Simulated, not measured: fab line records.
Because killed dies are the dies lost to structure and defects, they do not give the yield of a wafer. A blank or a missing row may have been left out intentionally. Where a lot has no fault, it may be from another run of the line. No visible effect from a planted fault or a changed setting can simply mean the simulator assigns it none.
Problem report in the 8D (eight disciplines) form, filled by code ; flow n5 finfet ; the parts of the form that need people (team, actions taken, sign-off) are left out

1. WHAT IS WRONG
At N5_BEOL_M10_CMP_52, time to endpoint s averages 49 s over 3 wafers from 2 lots, while fault-free wafers read 67 s, standard deviation 4.2. Relative to the usual mean, that is a shift of -4.4 standard deviations.
The step: polishes, stops on SiCOH lowk, t overpolish 7 s, target thk 140 nm.
Seen first at day 11 08:21 on cmp-03, wafer L199.3. The record has a number at this step for 29 wafers belonging to 11 lots. Rule for "out", or "out of limits": more than 4 standard deviations from the usual mean. All remaining wafers that have a number are taken as sound.

2. WHAT IT IS; WHAT IT IS NOT
question;is;is not
which readings at this step;time to endpoint s;motor current A
which lots;L199, L202;L193, L194, L195, L210, L211, L213, L214, L215, L216
which wafers of those lots;L199.3, L202.3, L202.4;L199.2
read on which tools;cmp-01, cmp-03;cmp-02
when;from day 11 08:21;"up to then (10 sound wafers); but 16 sound wafers of L210, L211, L213, L214, L215, L216 came after"

3. THE SUSPECTS, EACH WITH WHAT RULES IT OUT
Counting: any tool at a process step up to the reading remains a suspect provided it ran every lot that is out. Sound lots after the first of them don't rule it out here, since some wafers of a struck lot are sound.
- rie diel-02 at N5_BEOL_M10_ETCH_41 (etches SiCN in CH3F/O2, target depth 42.6 nm, time 86 s): kept. It processed each lot that is out (first: L199, day 11 07:44); up to then, its last sound lot is L195 (day 10 17:38). N5_BEOL_M10_ETCH_41 gives no start for some lots, so the hours and the order of its lots are those of N5_BEOL_M10_ECD_50.
- rie diel-02 at N5_BEOL_M10_STRIP_77 (strips in N2/H2, time 10 s): kept. It processed each lot that is out (first: L199, day 11 07:44); up to then, its last sound lot is L195 (day 10 17:38). N5_BEOL_M10_STRIP_77 gives no start for some lots, so the hours and the order of its lots are those of N5_BEOL_M10_ECD_50.
- ecd cu-01 at N5_BEOL_M10_ECD_50 (material Cu, target thk 318 nm): kept. It processed each lot that is out (first: L199, day 11 07:44); up to then, its last sound lot is L193 (day 9 23:45).
The count leaves rie diel-02 at N5_BEOL_M10_ETCH_41, rie diel-02 at N5_BEOL_M10_STRIP_77, and ecd cu-01 at N5_BEOL_M10_ECD_50.

4. THE CAUSE (what the simulator had put in)
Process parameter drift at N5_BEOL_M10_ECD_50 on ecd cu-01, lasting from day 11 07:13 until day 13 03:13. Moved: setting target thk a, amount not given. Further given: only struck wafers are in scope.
Of the 3 suspects that counting leaves, this tool is one.

5. THE CHAIN OF EFFECTS, in route order
Each row: a reading whose mean over the struck wafers that have a number lies more than 3 standard deviations from the usual. Scope: only readings with a usual standard deviation given in the record; hours: median across lots of the time from each lot's start at the first step in this table that gives one to its start at this step; sigmas: change in usual standard deviations.
hours;step;reading;usual;on struck wafers;change;sigmas
0;N5_BEOL_M10_CMP_52;time to endpoint s;67 s;49;-18;-4.4
Process steps it contains:
- N5_BEOL_M10_CMP_52: polishes, stops on SiCOH lowk, t overpolish 7 s, target thk 140 nm.
At these later measuring or inspecting steps, every struck wafer for which the step has a row has a number for every such reading, and none has moved that far: N5_BEOL_M10_INSPECT_58.

6. WHAT WOULD HAVE CAUGHT IT SOONER
In this record the first reading out of limits was taken at day 11 08:21, 1 hour after the fault began at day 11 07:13.
Of the lots that are out (2), L202 began N5_BEOL_M10_ECD_50 on ecd cu-01 after day 11 08:21. Had the tool been put on hold then, it would have been spared.
